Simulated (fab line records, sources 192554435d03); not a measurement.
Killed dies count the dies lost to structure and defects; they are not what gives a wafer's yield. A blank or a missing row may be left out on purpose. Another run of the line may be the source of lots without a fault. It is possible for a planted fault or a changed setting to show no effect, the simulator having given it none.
Chamber matching -- flow n5Finfet -- N5_HKMG_FIN_STRIP_57 on rieDiel-06 has 4 sister chambers
The step strips in CF4. 8 wafers are shown with their chamber, then 10 later ones without.

WAFERS PAIRED WITH THEIR CHAMBERS
wafer,chamber,showerheadPlenumPTorr (Torr),throttleValvePct (%)
L081.3,1,1.79,13.88
L082.4,3,1.69,13.84
L084.1,3,1.68,13.85
L084.4,0,1.72,13.53
L087.2,0,1.72,13.56
L087.5,1,1.79,13.89
L088.3,2,1.78,13.76
L088.4,2,1.78,13.77

WAFERS WITHOUT THEIR CHAMBER
wafer,showerheadPlenumPTorr (Torr),throttleValvePct (%)
L088.5,1.72,13.55
L089.1,1.78,13.76
L089.2,1.72,13.57
L089.3,1.79,13.90
L089.4,1.78,13.75
L089.5,1.72,13.55
L089.6,1.79,13.91
L097.1,1.71,13.60
L097.2,1.77,13.80
L097.5,1.89,13.30

CHAMBER TAKEN BY EACH
wafer,from the rows above,in truth
L088.5,0,0
L089.1,2,2
L089.2,0,0
L089.3,1,1
L089.4,2,2
L089.5,0,0
L089.6,1,1
L097.1,0,0
L097.2,2,2
L097.5,2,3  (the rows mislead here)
Correctly placed: 9 of 10. Left unplaced by these rows: 0. Placed wrongly: 1.
How it was worked out, from the rows above alone: a wafer's distance from a chamber is the root of the sum, over the readings, of the square of ((its reading less the chamber's mean) divided by the reading's scatter). If the next closest chamber is less than 2 further off than the closest, the wafer can't be placed; otherwise it belongs to the closest. Each chamber's mean is taken over the wafers shown for it. How the scatter is found: for the shown wafers, subtract from each reading the mean of its chamber, square and add these, divide the total by (wafers less chambers), then take the root.
